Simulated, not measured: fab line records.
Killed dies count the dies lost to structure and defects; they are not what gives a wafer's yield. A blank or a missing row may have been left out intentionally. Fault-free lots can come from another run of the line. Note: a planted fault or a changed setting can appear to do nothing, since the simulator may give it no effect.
Chamber matching -- flow nandHarc -- NHARC_A_CHANNEL_FILL_D2_ALD_14 on aldHk-03 has 4 sister chambers
The step deposits SiO2, target thk 2.5 nm, pulse time 10 s, ald cycles 25. 16 wafers are shown with their chamber, then 7 later ones without.

== WAFERS WITH THEIR CHAMBER ==
wafer,chamber,heaterPowerW (W),precursorPulseHeightRel
L529.2,2,459,0.975
L529.3,3,495,0.995
L529.6,0,431,0.992
L530.2,1,552,1.005
L530.3,2,451,1.003
L530.4,3,506,1.017
L532.1,3,486,0.987
L532.3,0,444,1.005
L532.6,3,500,1.013
L534.1,1,556,1.012
L534.3,0,441,0.959
L534.5,1,542,1.005
L535.2,3,489,0.988
L535.4,2,448,0.999
L541.1,3,514,1.017
L541.4,1,551,1.003

SIGNATURES (averages over the wafers above)
reading,chamber 0,chamber 1,chamber 2,chamber 3,scatter within a chamber
heaterPowerW,438.67,550.25,452.67,498.33,8.26
precursorPulseHeightRel,0.98533,1.00625,0.99233,1.00283,0.0149
Rule: a wafer lies at a distance from a chamber equal to the root of the sum of squares, over the readings, of (its reading less the chamber's mean, divided by the reading's scatter). If the next closest chamber is less than 2 further off than the closest, the wafer can't be placed; otherwise it belongs to the closest. The scatter: take each reading less its chamber's mean, square it, sum over the shown wafers, divide by the number of wafers less the number of chambers, and take the root.

== WAFERS MISSING THEIR CHAMBER ==
wafer,heaterPowerW (W),precursorPulseHeightRel
L541.6,451,0.994
L546.2,520,0.995
L546.3,567,0.977
L546.6,521,1.008
L549.3,460,0.978
L549.5,522,0.982
L549.6,450,0.979

== EACH ONE'S CHAMBER ==
wafer,from the rows above,in truth
L541.6,can't be placed: 2 or 0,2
L546.2,can't be placed: 3 or 1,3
L546.3,1,1
L546.6,can't be placed: 3 or 1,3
L549.3,can't be placed: 2 or 0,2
L549.5,can't be placed: 3 or 1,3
L549.6,can't be placed: 2 or 0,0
Correct placement for 1 of the 7. Cannot be placed on the basis of these rows: 6; the candidates contain the true chamber in 6. 0 placed wrongly.
